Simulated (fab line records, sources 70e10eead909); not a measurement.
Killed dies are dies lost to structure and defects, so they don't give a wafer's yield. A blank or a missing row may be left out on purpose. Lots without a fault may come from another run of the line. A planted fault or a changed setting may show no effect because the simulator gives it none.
Which tool did it? | flow nand_harc | 6 lots, 18 wafers sampled, at 1 step of a route of 1302

WHAT THE GAUGES READ, wafer by wafer
NHARC_A_CHANNEL_HOLE_D1_OVL_MEAS_11.
lot  | measured     | on         | overlay_x_nm (nm)
L355 | day 9 19:11  | overlay-01 | 0.4 0.4 0.4
L359 | day 11 00:48 | overlay-01 | -1.4 -1.2 -1.6
L364 | day 13 06:57 | overlay-02 | 1.0 0.9 1.3
L369 | day 15 15:31 | overlay-02 | -1.8 -1.7 -1.8
L372 | day 17 01:01 | overlay-01 | -0.1 0.5 0.0
L375 | day 18 04:57 | overlay-02 | -0.2 -0.5 -0.3

WHICH TOOL RAN EACH LOT (tool, then ch and the chambers of the sampled wafers, then the start)
The record holds no process step before these readings.

THE ANSWER, worked out from the rows above alone
Rule: what is usual is taken from the lots themselves. Put in order of their means at a reading, lots are off if they are a third of the lots or fewer, leave a main group of 4 or more, and stand apart from it by a gap of 3 or more times the standard deviation of the main group's means; of several such gaps the widest counts. A main group whose means are all the same, to the digits that the tables above print for the reading, isn't used. A lot without any number at a reading at which 4 lots or more have one is off too. The other lots that the step has rows for count as sound.
No lot is off at any reading shown: from this, nothing can be told.

WHAT THE SIMULATOR HAD PUT IN
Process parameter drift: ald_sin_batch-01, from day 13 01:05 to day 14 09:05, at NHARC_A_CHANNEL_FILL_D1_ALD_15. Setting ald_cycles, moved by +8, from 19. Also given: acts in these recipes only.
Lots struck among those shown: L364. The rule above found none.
